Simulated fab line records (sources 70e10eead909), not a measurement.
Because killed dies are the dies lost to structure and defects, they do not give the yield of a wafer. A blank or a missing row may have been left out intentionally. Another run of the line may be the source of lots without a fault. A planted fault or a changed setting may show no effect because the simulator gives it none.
Which tool did it? ; flow nand_harc ; 11 lots with 33 wafers sampled at 5 steps, on a route of 1302 steps

WHAT EACH GAUGE READ, for each wafer
NHARC_END_SORT_01.
lot;measured;on;killed_at_array;killed_at_other;killed_at_periphery;killed_dies;killed_open;killed_short
L659;day 28 09:01;prober-02;674 673 674;3 3 1;0 1 2;677 677 677;2 4 3;4 2 3
L661;day 29 02:30;prober-01;675 672 670;0 1 3;2 4 4;677 677 677;5 2 4;5 0 1
L667;day 31 19:05;prober-01;39 42 58;0 0 0;2 5 5;41 47 63;3 5 3;2 0 1

WHAT TOOL EACH LOT RAN ON (gives the tool, then ch and the chambers of the sampled wafers, and finally the start)
lot;NHARC_A_STAIRCASE_DESCUM_11;NHARC_A_STAIRCASE_ETCH_13;NHARC_A_STAIRCASE_TRIM_20;NHARC_A_STAIRCASE_ETCH_27
L653;rie_diel-01 ch 0,2,3, day 16 17:43;rie_diel-01 ch 1,2,3, day 16 18:51 or earlier;rie_diel-01 ch 0,1,3, day 16 18:51;rie_diel-01 ch 0,1,3, no start
L652;rie_diel-06 ch 0,1,3, day 16 18:17;rie_diel-06 ch 1,2,3, day 16 19:29 or earlier;rie_diel-13 ch 0,2,3, day 16 19:29;rie_diel-13 ch 0,2,3, no start
L655;rie_diel-06 ch 1,2,3, day 17 04:16;rie_diel-06 ch 0,2,3, day 17 05:53 or earlier;rie_diel-13 ch 0,1,3, day 17 05:53;rie_diel-13 ch 0,1,3, no start
L659;rie_diel-13 ch 2,3, day 18 18:58;rie_diel-13 ch 0,3, day 18 20:13 or earlier;rie_diel-01 ch 0,2,3, day 18 20:13;rie_diel-01 ch 0,1, day 28 09:01 or earlier
L661;rie_diel-06 ch 0,2,3, day 20 00:34;rie_diel-06 ch 2,3, day 20 01:52 or earlier;rie_diel-01 ch 1,2,3, day 20 01:52;rie_diel-01 ch 2,3, day 29 02:30 or earlier
L666;rie_diel-13 ch 0,1,2, day 21 21:21;rie_diel-13 ch 2,3, day 21 22:28 or earlier;rie_diel-06 ch 1,2,3, day 21 22:28;rie_diel-06 ch 0,3, no start
L667;rie_diel-13 ch 2,3, day 22 07:31;rie_diel-13 ch 2,3, day 22 09:36 or earlier;rie_diel-06 ch 2,3, day 22 09:36;rie_diel-06 ch 0,1,2, day 31 19:05 or earlier
L670;rie_diel-01 ch 0,1, day 23 15:22;rie_diel-01 ch 1,2, day 23 16:58 or earlier;rie_diel-13 ch 0,2,3, day 23 16:58;rie_diel-13 ch 0,1, no start
L669;rie_diel-13 ch 2,3, day 23 20:21;rie_diel-13 ch 2,3, day 23 21:31 or earlier;rie_diel-13 ch 0,1,2, day 23 21:31;rie_diel-13 ch 0,1,3, no start
L672;rie_diel-13 ch 2,3, day 25 05:41;rie_diel-13 ch 0,3, day 25 06:48 or earlier;rie_diel-01 ch 0,3, day 25 06:48;rie_diel-01 ch 1,2, no start
L674;rie_diel-06 ch 0,1,3, day 25 18:52;rie_diel-06 ch 2,3, day 25 19:59 or earlier;rie_diel-01 ch 1,3, day 25 19:59;rie_diel-01 ch 1,3, no start
- NHARC_A_STAIRCASE_DESCUM_11: chemistry O2, time 3 s.
- NHARC_A_STAIRCASE_ETCH_13: etches the open film in C4F8/O2, target depth 100 nm, time 40.5 s.
- NHARC_A_STAIRCASE_TRIM_20: chemistry O2, time 211.2 s.
- NHARC_A_STAIRCASE_ETCH_27: etches the open film in C4F8/O2, target depth 100 nm, time 40.5 s.

WHAT THE TOOLS THEMSELVES READ (means of the sampled wafers that have a number; where no wafer has one, the mark that the record gives instead)
NHARC_A_STAIRCASE_DESCUM_11.
lot;tool;drypump_motor_current_A (A);o2_flow_sccm (sccm);oes_product_au (a.u.);rf_vpp_V (V);showerhead_plenum_p_Torr (Torr);throttle_valve_pct (%)
L653;rie_diel-01;5.9;200.3;0.998;58.5;1.98;11.307
L652;rie_diel-06;5.9;199.7;1.018;57.1;1.87;11.311
L655;rie_diel-06;5.5;200.7;1.014;57.4;1.82;11.311
L659;rie_diel-13;6.3;200.0;1.001;57.2;1.97;11.313
L661;rie_diel-06;5.7;200.0;1.013;57.4;1.87;11.305
L666;rie_diel-13;5.7;199.7;0.997;58.1;1.95;11.317
L667;rie_diel-13;6.3;199.8;1.002;57.3;1.97;11.309
L670;rie_diel-01;5.5;200.8;0.992;57.6;1.86;11.304
L669;rie_diel-13;6.2;199.8;1.009;57.9;1.96;11.311
L672;rie_diel-13;6.3;199.9;0.997;57.5;1.96;11.302
L674;rie_diel-06;5.9;200.0;1.000;57.9;1.95;11.312

NHARC_A_STAIRCASE_ETCH_13.
lot;tool;oes_product_au (a.u.);rf_fwd_power_W (W);rf_vpp_V (V)
L653;rie_diel-01;0.954;590.8;894
L652;rie_diel-06;0.952;593.4;890
L655;rie_diel-06;0.954;593.0;894
L659;rie_diel-13;0.952;590.8;903
L661;rie_diel-06;0.949;595.3;890
L666;rie_diel-13;0.937;589.1;899
L667;rie_diel-13;0.930;593.3;899
L670;rie_diel-01;0.934;589.5;893
L669;rie_diel-13;0.948;591.7;899
L672;rie_diel-13;0.957;588.8;902
L674;rie_diel-06;0.929;593.5;890

NHARC_A_STAIRCASE_TRIM_20.
lot;tool;drypump_motor_current_A (A);o2_flow_sccm (sccm);oes_product_au (a.u.);rf_vpp_V (V);run_length_s (s);showerhead_plenum_p_Torr (Torr);throttle_valve_pct (%)
L653;rie_diel-01;5.9;501.0;0.992;58.1;232.8;3.50;17.041
L652;rie_diel-13;6.0;500.1;1.005;59.0;232.2;3.69;17.042
L655;rie_diel-13;5.8;500.0;1.002;57.9;231.8;3.62;17.032
L659;rie_diel-01;5.9;498.4;0.997;58.4;309.8;3.63;17.041
L661;rie_diel-01;6.0;500.5;0.988;57.9;309.9;3.47;17.035
L666;rie_diel-06;5.5;500.7;1.004;58.1;232.3;3.52;17.042
L667;rie_diel-06;5.3;499.5;1.013;57.4;232.5;3.38;17.035
L670;rie_diel-13;6.0;500.0;1.007;58.6;232.2;3.66;17.039
L669;rie_diel-13;5.8;500.2;1.004;57.3;232.4;3.58;17.038
L672;rie_diel-01;6.2;498.8;0.989;57.9;233.1;3.49;17.038
L674;rie_diel-01;6.2;499.7;0.997;57.8;232.9;3.51;17.029

NHARC_A_STAIRCASE_ETCH_27.
lot;tool;oes_product_au (a.u.);rf_fwd_power_W (W);rf_vpp_V (V)
L653;rie_diel-01;0.934;590.3;895
L652;rie_diel-13;0.949;592.4;903
L655;rie_diel-13;0.945;592.1;899
L659;rie_diel-01;0.947;589.3;899
L661;rie_diel-01;0.942;593.8;895
L666;rie_diel-06;0.964;593.9;897
L667;rie_diel-06;0.949;594.7;898
L670;rie_diel-13;0.945;593.5;895
L669;rie_diel-13;0.950;592.0;899
L672;rie_diel-01;0.955;590.3;905
L674;rie_diel-01;0.945;590.3;895

THE ANSWER, worked out from the rows above alone
Rule: what is usual is taken from the lots themselves. Put in order of their means at a reading, lots are off if they are a third of the lots or fewer, leave a main group of 4 or more, and stand apart from it by a gap of 3 or more times the standard deviation of the main group's means; of several such gaps the widest counts. Not used: any main group whose means are identical at the precision the tables above print for the reading. Also off: a lot with no number at a reading for which 4 or more lots have one. Any other lot the step has rows for is counted as sound. After the gauges, taken in route order, come the tools' own readings; for these a lot's mean is taken, as printed above. At the first step where some lot is off, the reading lying furthest off is the one used; lots without a number count as furthest.
Off: L659, L661 (NHARC_A_STAIRCASE_TRIM_20, run_length_s). The main group: mean 232.5 s, standard deviation 0.38.
A tool fits if, at that step or a process step before it, it ran every lot that is off, and no sound lot after the first of them. With no start given for some of its lots, NHARC_A_STAIRCASE_ETCH_13 uses the hours and lot order of NHARC_A_STAIRCASE_TRIM_20. No candidate that was tried fits.

WHAT HAD BEEN PUT IN BY THE SIMULATOR
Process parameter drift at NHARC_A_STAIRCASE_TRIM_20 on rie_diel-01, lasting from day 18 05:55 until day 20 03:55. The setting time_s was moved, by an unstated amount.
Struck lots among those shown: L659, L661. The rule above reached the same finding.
